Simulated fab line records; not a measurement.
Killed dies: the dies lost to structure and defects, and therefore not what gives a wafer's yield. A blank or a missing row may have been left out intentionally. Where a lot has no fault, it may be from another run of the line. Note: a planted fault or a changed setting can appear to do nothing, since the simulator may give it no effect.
fab line records	flow n5-finfet
record: lots: 4	wafers: 12	last-day: 14
route steps=1938 shown BEOL_M4@1099 BEOL_M5@1112 BEOL_M14@1765 PASSIVATION@1936
lots that met no fault: from a run of the same line without faults
start-h: hours from the record's opening day to when the first of the lot's shown wafers began	wait-h: hours elapsed since this lot's preceding step	" same as the row above	L1.1+2: several wafers, shown together as one row	- no value, or no start was given	* or withheld: withheld	< > ~ a bound
route shown NAME@n: names a module that has steps shown in the file, with the first one's number in the route	usual: mean/standard deviation of fault-free wafers	same: alike in all rows	chamber/n: place in a boat	sites: the reading at each site	_std_site: standard deviation of those values	_edge_site: mean of outer sites minus mean of inner sites	radius-mm: for every site, how far away it sits from the centre of the wafer	mask NAME#n: copy n	behind: the last tool/chamber to shape the wafer	hold: the reason the lot was held/the length of the hold in hours/how it ended	device: which transistor (n, p or np) failed to switch	end of line: the same wafers' tests at the end of the route	a step without rows: its recipe alone	killed: dies lost to structure and defects at the first sort, not the wafer's yield	map: dies across one wafer; x = killed, . = not, _ = none there
set.NAME: the setting as run; set.NAME@STEP: as run at that earlier step	model.NAME: the simulator's own value behind a step, which no gauge read
a table for each step, a row for each wafer; lots at some steps of the route
services: the hour from which a tool's chamber was out of use, counted from the record's first day as start-h (under 0 if before that day), plus the number of hours and why
== steps ==
step: N5_BEOL_M4_ANNEAL_95
recipe: temp-c: 400	time-s: 240	ambient: vacuum
step: N5_BEOL_M4_SPUTTER_96
recipe: material: Cu	target-thk-a: 45	temp-c: -20	chamber-pressure-pa: 0.07	power-w: withheld	time-s: 8.29
step: N5_BEOL_M4_ECD_50
recipe: material: Cu	target-thk-a: 3000
step: N5_BEOL_M4_ANNEAL_51
recipe: temp-c: 225	time-s: 90	ambient: N2
step: N5_BEOL_M4_CMP_52
recipe: stop-on: SiOC	t-overpolish-s: 6.8	down-force-psi: 1	platen-rpm: 50	clearing-platen-down-force-psi: 1.5	clearing-platen-rpm: 50	post-cmp-clean: cu-alkaline	target-thk-nm: 40	clearing-platen-pad-velocity-m-s: 0.99484	pad-velocity-m-s: 0.99484
step: N5_BEOL_M4_PRE_CLEAN_60
recipe: gas: NH3/H2	time-s: 15	temp-c: *	rf-power-w: 300
step: N5_BEOL_M4_CO_CAP_55
recipe: material: Co	target-thk-a: 20	temp-c: 200	precursor: CCTBA/H2	pressure-torr: 30	time-s: 102.1
step: N5_BEOL_M4_PRE_CLEAN_56
recipe: gas: NH3	time-s: 15	temp-c: withheld	rf-power-w: 300
step: N5_BEOL_M4_DEP_57
recipe: material: SiCN	target-thk-a: 80	temp-c: withheld	precursor: 3MS/NH3	pressure-torr: 3	rf-w: 202	time-s: 14
step: N5_BEOL_M4_RC_MEAS_101
usual: DIBL_N: 37.2/2.5	DIBL_P: 38/3	IOFF_N: 0.17/0.044	IOFF_P: 0.24/0.059	ION_N: 667/13	ION_P: 461/7.9	SS_N: 71.8/0.86	SS_P: 73.6/0.92	VT_N: 250/4.1	VT_P: -249/3.9
lot.wafer	tool	chamber	start-h	wait-h	DIBL_N[mV/V]	DIBL_P[mV/V]	IOFF_N[nA/um]	IOFF_P[nA/um]	ION_N[uA/um]	ION_P[uA/um]	SS_N[mV/dec]	SS_P[mV/dec]	VT_N[mV]	VT_P[mV]
L824.2	prober-01	0	175.31	0.2	38.1	37	0.16	0.20	661	451	73.0	73.7	255	-253
L824.3	"	0	"	"	33.0	33	0.11	0.17	648	450	70.8	72.4	258	-253
L824.5	"	0	"	"	39.6	40	0.20	0.25	673	457	72.4	73.9	249	-250
L826.2	prober-01	0	203.35	0.2	33.8	35	0.11	0.16	638	445	71.5	73.7	256	-252
L826.4	"	0	"	"	36.5	39	0.17	0.25	674	462	71.5	74.5	248	-249
L826.5	"	0	"	"	35.1	37	0.15	0.21	673	458	70.7	73.8	249	-250
L831.3	prober-02	0	207.86	0.3	38.4	38	0.20	0.26	686	464	72.6	73.8	245	-245
L831.5	"	0	"	"	37.9	37	0.19	0.24	683	465	71.4	73.6	250	-248
L831.6	"	0	"	"	36.1	35	0.15	0.21	669	458	70.9	72.8	249	-250
L829.2	prober-01	0	212.88	0.2	38.8	37	0.17	0.23	678	460	72.1	74.2	254	-251
L829.3	"	0	"	"	39.8	40	0.21	0.28	681	462	72.1	74.6	249	-247
L829.4	"	0	"	"	39.7	39	0.20	0.26	678	458	71.8	74.3	251	-248
step: N5_BEOL_M5_ILD_DEP_00
recipe: material: SiCOH_lowk	target-thk-a: 1406.4	temp-c: 300	precursor: DEMS/porogen	pressure-torr: 5	rf-w: 500	time-s: 25.9
step: N5_BEOL_M5_CURE_79
recipe: temp-c: 385	time-s: 240	ambient: He/Ar	material: SiCOH_lowk
step: N5_BEOL_M5_PECVD_70
recipe: material: SiO2	target-thk-a: 160	temp-c: 400	precursor: TEOS/O2	pressure-torr: 5.5	rf-w: 450	teos-flow-sccm: 53.8	gas: O2	flow-sccm: 3000	time-s: 18
step: N5_BEOL_M5_HM_DEP_02
recipe: material: TiN	target-thk-a: 200	temp-c: 25	chamber-pressure-pa: 0.49996
step: N5_BEOL_M5_COAT_59
recipe: resist: SOC	temp-c: 250	time-s: 60	spin-rpm: 1500	resist-thk-nm: 60
step: N5_BEOL_M5_COAT_60
recipe: resist: SiARC	temp-c: 220	time-s: 60	spin-rpm: 1500	resist-thk-nm: 12
step: N5_BEOL_M5_COAT_71
recipe: resist: underlayer	temp-c: 205	time-s: 60	spin-rpm: 1500	resist-thk-nm: 5
step: N5_BEOL_M5_COAT_05
recipe: resist: CAR-EUV	spin-rpm: 1500	resist-thk-nm: 30
step: N5_BEOL_M5_EBR_07
recipe: solvent: PGMEA	ebr-width-mm: 1.5
step: N5_BEOL_M5_SOFTBAKE_06
recipe: temp-c: 110	time-s: 60	resist: CAR-EUV
step: N5_BEOL_M5_EXPOSE_08
recipe: mask-id: M5	na: 0.33	source-shape: annular	sigma-inner: 0.4	sigma-outer: 0.8	polarization: unpolarized	target-cd-nm: 28	dose-mj: 35.75
step: N5_BEOL_M5_PEB_09
recipe: peb-temp-c: 100	peb-time-s: 60	resist: CAR-EUV
step: N5_BEOL_M5_DEVELOP_10
recipe: develop-time-s: 30	developer: TMAH	resist: CAR-EUV	rinse-liquid: surfactant-rinse	dry: air-spin	dev-temp-c: 23
step: N5_BEOL_M5_DESCUM_16
recipe: chemistry: O2	time-s: 7	source-power-w: 50	bias-power-w: 20	pressure-mtorr: 20	rf-frequency-hz: 2.712e+07	temp-c: 40	resist: CAR-EUV	o2-flow-sccm: 225
step: N5_BEOL_M5_ETCH_72
recipe: chemistry: N2/H2	target: underlayer	target-depth-a: 65	mask-material: CAR-EUV	time-s: 5.2	ion-energy-ev: 200	pressure-mtorr: 30	source-w: 840	bias-w: 150	n2-flow-sccm: 200	h2-flow-sccm: 200	ends: cleared
step: N5_BEOL_M5_ETCH_61
recipe: chemistry: CF4	target: SiARC	target-depth-a: 156	mask-material: CAR-EUV	time-s: 26	ion-energy-ev: 80	pressure-mtorr: 40	source-w: 545	bias-w: 36	Ar_flow_sccm: 100	cf4-flow-sccm: 100	ends: cleared
step: N5_BEOL_M5_ETCH_62
recipe: chemistry: N2/H2	target: SOC	target-depth-a: 750	overetch-a: 150	mask-material: SiARC	temp-c: 40	time-s: 112.5	ion-energy-ev: 200	pressure-mtorr: 30	source-w: 840	bias-w: 150	n2-flow-sccm: 200	h2-flow-sccm: 200
step: N5_BEOL_M5_STRIP_63
recipe: chemistry: N2/H2	temp-c: 40	n2-flow-sccm: 200	h2-flow-sccm: 200	rf-frequency-hz: 6e+07
step: N5_BEOL_M5_STRIP_73
recipe: chemistry: N2/H2	temp-c: 40	n2-flow-sccm: 200	h2-flow-sccm: 200	rf-frequency-hz: 6e+07
step: N5_BEOL_M5_STRIP_64
recipe: chemistry: CF4	resist: SiARC	power-w: 300	bias-power-w: 75	pressure-mtorr: 50	cf4-flow-sccm: 150	rf-frequency-hz: 6e+07
step: N5_BEOL_M5_HM_OPEN_17
recipe: chemistry: Cl2/BCl3	target-depth-a: 200	overetch-a: 60	target: TiN	mask-material: SOC	ion-energy-ev: 150	pressure-mtorr: 10	icp-w: 1000	bias-w: 126	Cl2_flow_sccm: 53.25	bcl3-flow-sccm: 21.75	Ar_flow_sccm: 25
step: N5_BEOL_M5_STRIP_19
recipe: chemistry: O2	power-w: 400	temp-c: 40	pressure-mtorr: 30	rf-frequency-hz: 6e+07	bias-power-w: 0	overash-fraction: 0.2	o2-flow-sccm: 225
step: N5_BEOL_M5_COAT_65
recipe: resist: SOC	temp-c: 250	time-s: 60	spin-rpm: 1500	resist-thk-nm: 60
step: N5_BEOL_M5_COAT_66
recipe: resist: SiARC	temp-c: 220	time-s: 60	spin-rpm: 1500	resist-thk-nm: 12
step: N5_BEOL_M14_ECD_47
recipe: material: Cu	target-thk-a: 12480
lot.wafer	tool	chamber	start-h	wait-h
L824.2+3+5	ecd-cu-01	0,0,1	259.30	0.1
L826.2+4+5	ecd-cu-01	1	287.22	0.1
L831.3+5+6	ecd-cu-01	0,0,1	300.52	0.1
L829.2+3+4	ecd-cu-02	0,0,1	304.14	0.1
step: N5_BEOL_M14_CMP_49
recipe: stop-on: SiO2	t-overpolish-s: 5.2	down-force-psi: 2	platen-rpm: 80	clearing-platen-down-force-psi: 2	clearing-platen-rpm: 80	post-cmp-clean: cu-alkaline	target-thk-nm: 560	clearing-platen-pad-velocity-m-s: 1.5917	pad-velocity-m-s: 1.5917
usual: clearing-platen-rpm: 80.00/0.043	motor-current-A: 8.2/0.92	time-to-endpoint-s: 120/4.7
lot.wafer	tool	chamber	start-h	wait-h	clearing-platen-rpm	motor-current-A	time-to-endpoint-s
L824.3	cmp-01	3	259.79	0.2	79.90	7.8	120
L824.2	"	2	"	"	80.01	6.4	123
L824.5	"	0	"	"	79.96	8.1	117
L826.2	cmp-02	0	287.83	0.2	80.10	8.4	18
L826.4	"	2	"	"	80.01	8.0	11
L826.5	"	0	"	"	80.05	7.9	13
L831.3	cmp-02	3	300.99	0.2	80.05	8.1	7
L831.5	"	2	"	"	79.97	8.2	8
L831.6	"	3	"	"	80.05	8.7	7
L829.4	cmp-02	2	305.03	0.1	80.02	7.4	120
L829.2	"	3	"	"	79.95	8.6	119
L829.3	"	0	"	"	80.04	8.2	125
step: N5_BEOL_M14_THK_MEAS_50
recipe: thk-meas-gauge: xrf	reads: Cu_of_BEOL_M14_ECD_47
usual: M14_THK: 559/19
lot.wafer	tool	chamber	start-h	wait-h	M14_THK[nm]
L824.2	film-metro-01	-	260.08	-	554
L824.3	"	-	"	"	602
L824.5	"	-	"	"	551
L826.2	film-metro-01	-	288.12	-	-
L826.4	"	-	"	"	-
L826.5	"	-	"	"	-
L831.3	film-metro-02	-	301.25	-	-
L831.5	"	-	"	"	-
L831.6	"	-	"	"	-
L829.2	film-metro-02	-	305.32	-	567
L829.3	"	-	"	"	540
L829.4	"	-	"	"	563
step: N5_BEOL_M14_RS_MEAS_54
recipe: thk-meas-gauge: four-point-probe	reads: Cu_of_BEOL_M14_ECD_47+Ta_of_BEOL_M14_SPUTTER_44+TaN_of_BEOL_M14_SPUTTER_43
usual: M14_RS: 0.0337/0.0012
lot.wafer	tool	chamber	start-h	wait-h	M14_RS[ohm/sq]
L824.2	film-metro-02	-	260.21	0.1	0.0341
L824.3	"	-	"	"	0.0314
L824.5	"	-	"	"	0.0342
L826.2	film-metro-01	-	288.25	0.1	32.682
L826.4	"	-	"	"	34.070
L826.5	"	-	"	"	32.872
L831.3	film-metro-01	-	301.37	0.1	33.361
L831.5	"	-	"	"	33.034
L831.6	"	-	"	"	33.531
L829.2	film-metro-01	-	305.45	0.1	0.0333
L829.3	"	-	"	"	0.0351
L829.4	"	-	"	"	0.0336
step: N5_PASSIVATION_PROBE_49
usual: defect-limited-yield: 91.5/1.4	killed_at_M0_to_M3: 32/11	killed_at_M4_up: 12/4.4	killed-at-contacts: 13/6.1	killed-at-front-end: 39/12	killed-at-other: 3.9/3	killed-dies: 100/17	killed-on-rim: 13/3.9	killed-open: 66/12	killed-short: 33/7.4	sort_bin_5_function: 5.0/0.95	sort_bin_6_memory: 3.2/0.66	sort-n-pass: 1079/17	sort-yield-pct: 91.4/1.5
same: gross-dies: 1180	killed-at-back-side: 0	sort_bin_4_leakage[%]: 0	sort_bin_8_speed[%]: 0
lot.wafer	tool	chamber	start-h	wait-h	defect-limited-yield[%]	killed_at_M0_to_M3	killed_at_M4_up	killed-at-contacts	killed-at-front-end	killed-at-other	killed-dies	killed-on-rim	killed-open	killed-short	sort_bin_5_function[%]	sort_bin_6_memory[%]	sort-n-pass	sort-yield-pct[%]
L824.2	prober-02	-	283.05	0.1	89.7	47	8	26	37	3	121	9	72	42	5.8	3.3	1059	89.7
L824.3	prober-02	-	283.10	0.1	90.0	32	5	27	47	7	118	19	82	36	6.1	3.7	1062	90.0
L824.5	prober-02	-	283.20	0.2	89.7	31	13	18	51	9	122	14	74	48	6.5	3.5	1058	89.7
L826.2	prober-01	-	309.02	0.1	0	21	1104	14	39	2	1180	152	56	36	96.7	3.1	0	0
L826.4	prober-01	-	309.12	0.2	0	33	1092	7	46	2	1180	152	64	30	96.9	2.8	0	0
L826.5	prober-01	-	309.17	0.2	0	12	1106	20	41	1	1180	152	63	27	97.0	2.7	0	0
L831.3	prober-01	-	322.74	0.1	0	51	1081	16	24	8	1180	152	74	36	96.2	3.6	0	0
L831.5	prober-01	-	322.84	0.2	0	47	1095	13	20	5	1180	152	63	27	96.6	3.0	0	0
L831.6	prober-01	-	322.89	0.3	0	23	1113	19	20	5	1180	152	50	23	97.3	2.5	0	0
L829.2	prober-02	-	324.87	0.1	88.9	43	6	18	62	2	131	22	77	44	6.0	4.2	1049	88.9
L829.3	prober-02	-	324.92	0.1	90.8	32	7	12	43	14	108	16	65	41	5.8	3.3	1072	90.8
L829.4	prober-02	-	324.97	0.2	91.4	49	12	7	33	1	102	13	69	33	4.0	4.4	1078	91.4
killed by level:class
L824.2 MOL_CONTACT_COAG:geometric-particle:open=21 BEOL_M0_SAQP:geometric-particle:open=14 BEOL_M1:geometric-particle:short=12 BEOL_M0_SAQP:geometric-particle:short=7 HKMG_FIN:area-etch=6 FIN_SAQP:geometric-particle:open=5 DUMMY_GATE:geometric-particle:open=5 ILD0:geometric-particle:open=5
L824.3 MOL_CONTACT_COAG:geometric-particle:open=22 BEOL_M0_SAQP:geometric-particle:open=10 FIN_SAQP:geometric-particle:open=9 SPACER0:geometric-particle:open=9 FIN_SAQP:geometric-particle:short=7 STI_FIN_REVEAL:geometric-particle:open=6 BEOL_M0_SAQP:geometric-particle:short=6 MOL_CONTACT_COAG:geometric-particle:short=5
L824.5 MOL_CONTACT_COAG:geometric-particle:open=15 STI_FIN_REVEAL:geometric-particle:open=13 FIN_SAQP:geometric-particle:open=10 BEOL_M1:geometric-particle:open=8 BEOL_M0_SAQP:geometric-particle:short=8 FIN_SAQP:geometric-particle:short=7 BEOL_M1:geometric-particle:short=6 GATE_CUT:geometric-particle:open=4
L826.2 BEOL_M14:area-ecd=1088 MOL_CONTACT_COAG:geometric-particle:open=11 DUMMY_GATE:geometric-particle:open=6 GATE_CUT:geometric-particle:short=6 FIN_SAQP:geometric-particle:short=5 ILD0:geometric-particle:short=5 BEOL_M0_SAQP:geometric-particle:short=5 BEOL_M1:geometric-particle:open=5
L826.4 BEOL_M14:area-ecd=1086 STI_FIN_REVEAL:geometric-particle:open=17 BEOL_M2:geometric-particle:open=11 BEOL_M1:geometric-particle:open=10 GATE_CUT:geometric-particle:open=6 GATE_CUT:geometric-particle:short=6 STI_FIN_REVEAL:geometric-particle:short=4 MOL_CONTACT_COAG:geometric-particle:short=4
L826.5 BEOL_M14:area-ecd=1089 MOL_CONTACT_COAG:geometric-particle:open=16 FIN_SAQP:geometric-particle:open=7 DUMMY_GATE:geometric-particle:open=7 FIN_SAQP:geometric-particle:short=6 GATE_CUT:geometric-particle:short=6 BEOL_M4:geometric-particle:open=6 BEOL_M5:geometric-particle:open=5
L831.3 BEOL_M14:area-ecd=1069 BEOL_M0_SAQP:geometric-particle:short=13 BEOL_M3:geometric-particle:open=12 MOL_CONTACT_COAG:geometric-particle:open=12 BEOL_M0_SAQP:geometric-particle:open=10 BEOL_M2:geometric-particle:open=8 FIN_SAQP:geometric-particle:open=5 STI_FIN_REVEAL:geometric-particle:open=4
L831.5 BEOL_M14:area-ecd=1088 BEOL_M0_SAQP:geometric-particle:open=14 BEOL_M2:geometric-particle:open=13 BEOL_M0_SAQP:geometric-particle:short=11 MOL_CONTACT_COAG:geometric-particle:open=9 FIN_SAQP:geometric-particle:open=4 MOL_CONTACT_COAG:geometric-particle:short=4 BEOL_M3:geometric-particle:open=4
L831.6 BEOL_M14:area-ecd=1106 MOL_CONTACT_COAG:geometric-particle:open=14 BEOL_M0_SAQP:geometric-particle:open=8 GATE_CUT:geometric-particle:short=5 MOL_CONTACT_COAG:geometric-particle:short=5 BEOL_M0:geometric-particle:open=5 STI_FIN_REVEAL:geometric-particle:open=4 BEOL_M0_SAQP:geometric-particle:short=4
L829.2 MOL_CONTACT_COAG:geometric-particle:open=15 FIN_SAQP:geometric-particle:open=11 FIN_SAQP:geometric-particle:short=10 BEOL_M0_SAQP:geometric-particle:open=10 BEOL_M0_SAQP:geometric-particle:short=9 BEOL_M2:geometric-particle:open=7 BEOL_M3:geometric-particle:open=6 HKMG_FIN:area-etch=6
L829.3 BEOL_M0_SAQP:geometric-particle:short=10 MOL_CONTACT_COAG:geometric-particle:open=9 FIN_SAQP:geometric-particle:open=8 BEOL_M0_SAQP:geometric-particle:open=8 GATE_CUT:geometric-particle:short=7 MIM_TOP:geometric-particle:short=7 DUMMY_GATE:geometric-particle:open=6 BEOL_M1:geometric-particle:open=5
L829.4 BEOL_M0_SAQP:geometric-particle:open=11 BEOL_M3:geometric-particle:open=11 BEOL_M1:geometric-particle:open=10 BEOL_M0_SAQP:geometric-particle:short=8 FIN_SAQP:geometric-particle:open=6 STI_FIN_REVEAL:geometric-particle:open=5 STARTING-WAFER:geometric-particle:short=4 GATE_CUT:geometric-particle:short=4
map L826.2 (x killed, . not)
_________________xxxxxxxxxxxx________________
______________xxxxxxxxxxxxxxxxxx_____________
___________xxxxxxxxxxxxxxxxxxxxxxxx__________
__________xxxxxxxxxxxxxxxxxxxxxxxxxx_________
________xxxxxxxxxxxxxxxxxxxxxxxxxxxxxx_______
_______xxxxxxxxxxxxxxxxxxxxxxxxxxxxxxxx______
______xxxxxxxxxxxxxxxxxxxxxxxxxxxxxxxxxx_____
_____xxxxxxxxxxxxxxxxxxxxxxxxxxxxxxxxxxxx____
____xxxxxxxxxxxxxxxxxxxxxxxxxxxxxxxxxxxxxx___
___xxxxxxxxxxxxxxxxxxxxxxxxxxxxxxxxxxxxxxxx__
___xxxxxxxxxxxxxxxxxxxxxxxxxxxxxxxxxxxxxxxx__
__xxxxxxxxxxxxxxxxxxxxxxxxxxxxxxxxxxxxxxxxxx_
__xxxxxxxxxxxxxxxxxxxxxxxxxxxxxxxxxxxxxxxxxx_
_xxxxxxxxxxxxxxxxxxxxxxxxxxxxxxxxxxxxxxxxxxxx
_xxxxxxxxxxxxxxxxxxxxxxxxxxxxxxxxxxxxxxxxxxxx
_xxxxxxxxxxxxxxxxxxxxxxxxxxxxxxxxxxxxxxxxxxxx
_xxxxxxxxxxxxxxxxxxxxxxxxxxxxxxxxxxxxxxxxxxxx
_xxxxxxxxxxxxxxxxxxxxxxxxxxxxxxxxxxxxxxxxxxxx
_xxxxxxxxxxxxxxxxxxxxxxxxxxxxxxxxxxxxxxxxxxxx
_xxxxxxxxxxxxxxxxxxxxxxxxxxxxxxxxxxxxxxxxxxxx
_xxxxxxxxxxxxxxxxxxxxxxxxxxxxxxxxxxxxxxxxxxxx
__xxxxxxxxxxxxxxxxxxxxxxxxxxxxxxxxxxxxxxxxxx_
__xxxxxxxxxxxxxxxxxxxxxxxxxxxxxxxxxxxxxxxxxx_
___xxxxxxxxxxxxxxxxxxxxxxxxxxxxxxxxxxxxxxxx__
___xxxxxxxxxxxxxxxxxxxxxxxxxxxxxxxxxxxxxxxx__
____xxxxxxxxxxxxxxxxxxxxxxxxxxxxxxxxxxxxxx___
_____xxxxxxxxxxxxxxxxxxxxxxxxxxxxxxxxxxxx____
______xxxxxxxxxxxxxxxxxxxxxxxxxxxxxxxxxx_____
_______xxxxxxxxxxxxxxxxxxxxxxxxxxxxxxxx______
________xxxxxxxxxxxxxxxxxxxxxxxxxxxxxx_______
__________xxxxxxxxxxxxxxxxxxxxxxxxxx_________
___________xxxxxxxxxxxxxxxxxxxxxxxx__________
______________xxxxxxxxxxxxxxxxxx_____________
_________________xxxxxxxxxxxx________________
map L831.3 (x killed, . not)
_________________xxxxxxxxxxxx________________
______________xxxxxxxxxxxxxxxxxx_____________
___________xxxxxxxxxxxxxxxxxxxxxxxx__________
__________xxxxxxxxxxxxxxxxxxxxxxxxxx_________
________xxxxxxxxxxxxxxxxxxxxxxxxxxxxxx_______
_______xxxxxxxxxxxxxxxxxxxxxxxxxxxxxxxx______
______xxxxxxxxxxxxxxxxxxxxxxxxxxxxxxxxxx_____
_____xxxxxxxxxxxxxxxxxxxxxxxxxxxxxxxxxxxx____
____xxxxxxxxxxxxxxxxxxxxxxxxxxxxxxxxxxxxxx___
___xxxxxxxxxxxxxxxxxxxxxxxxxxxxxxxxxxxxxxxx__
___xxxxxxxxxxxxxxxxxxxxxxxxxxxxxxxxxxxxxxxx__
__xxxxxxxxxxxxxxxxxxxxxxxxxxxxxxxxxxxxxxxxxx_
__xxxxxxxxxxxxxxxxxxxxxxxxxxxxxxxxxxxxxxxxxx_
_xxxxxxxxxxxxxxxxxxxxxxxxxxxxxxxxxxxxxxxxxxxx
_xxxxxxxxxxxxxxxxxxxxxxxxxxxxxxxxxxxxxxxxxxxx
_xxxxxxxxxxxxxxxxxxxxxxxxxxxxxxxxxxxxxxxxxxxx
_xxxxxxxxxxxxxxxxxxxxxxxxxxxxxxxxxxxxxxxxxxxx
_xxxxxxxxxxxxxxxxxxxxxxxxxxxxxxxxxxxxxxxxxxxx
_xxxxxxxxxxxxxxxxxxxxxxxxxxxxxxxxxxxxxxxxxxxx
_xxxxxxxxxxxxxxxxxxxxxxxxxxxxxxxxxxxxxxxxxxxx
_xxxxxxxxxxxxxxxxxxxxxxxxxxxxxxxxxxxxxxxxxxxx
__xxxxxxxxxxxxxxxxxxxxxxxxxxxxxxxxxxxxxxxxxx_
__xxxxxxxxxxxxxxxxxxxxxxxxxxxxxxxxxxxxxxxxxx_
___xxxxxxxxxxxxxxxxxxxxxxxxxxxxxxxxxxxxxxxx__
___xxxxxxxxxxxxxxxxxxxxxxxxxxxxxxxxxxxxxxxx__
____xxxxxxxxxxxxxxxxxxxxxxxxxxxxxxxxxxxxxx___
_____xxxxxxxxxxxxxxxxxxxxxxxxxxxxxxxxxxxx____
______xxxxxxxxxxxxxxxxxxxxxxxxxxxxxxxxxx_____
_______xxxxxxxxxxxxxxxxxxxxxxxxxxxxxxxx______
________xxxxxxxxxxxxxxxxxxxxxxxxxxxxxx_______
__________xxxxxxxxxxxxxxxxxxxxxxxxxx_________
___________xxxxxxxxxxxxxxxxxxxxxxxx__________
______________xxxxxxxxxxxxxxxxxx_____________
_________________xxxxxxxxxxxx________________
== services ==
tool	chamber	start-h	hours	kind
cmp-02	-	239.83	4.0	pm
ecd-cu-01	-	242.54	4.9	pm
cmp-02	-	243.83	-	consumable-replace:conditioner
cmp-02	-	243.83	-	consumable-replace:pad
cmp-01	-	251.56	4.0	pm
ecd-cu-02	-	254.00	7.6	pm
cmp-01	-	255.56	-	consumable-replace:conditioner
cmp-01	-	255.56	-	consumable-replace:pad
cmp-02	-	256.58	0.3	repair
cmp-01	-	260.01	6.3	pm
== key ==
first-sign: step: N5_BEOL_M14_CMP_49	reading: time-to-endpoint-s	direction: down	sigmas: 23	usual: *	struck: *
effect: step: N5_BEOL_M14_THK_MEAS_50	reading: M14_THK	direction: missing
effect: step: N5_BEOL_M14_RS_MEAS_54	reading: M14_RS	direction: up	sigmas: 99+	usual: 0.0337	struck: 33.258
effect: step: N5_PASSIVATION_PROBE_49	reading: killed_at_M4_up	direction: up	sigmas: 99+	usual: 12	struck: 1098
more-kills-born-at: N5_BEOL_M14_ECD_47@ecd-cu-01: 6526
met-at N5_BEOL_M14_ECD_47
struck-wafers L826.2,L826.4,L826.5,L831.3,L831.5,L831.6
later-rows-left-out L826.2,L826.4,L826.5,L831.3,L831.5,L831.6
onset-between 259.30 287.22
fault: kind: skipped-step-whole	tool: ecd-cu-01	chamber: -	onset-h: 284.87	steps: N5_BEOL_M14_ECD_47	scope: struck-lots-only
later-rows-left-out: the simulator's readings of these wafers behind a module that went badly wrong aren't trusted and aren't shown, but for the sort
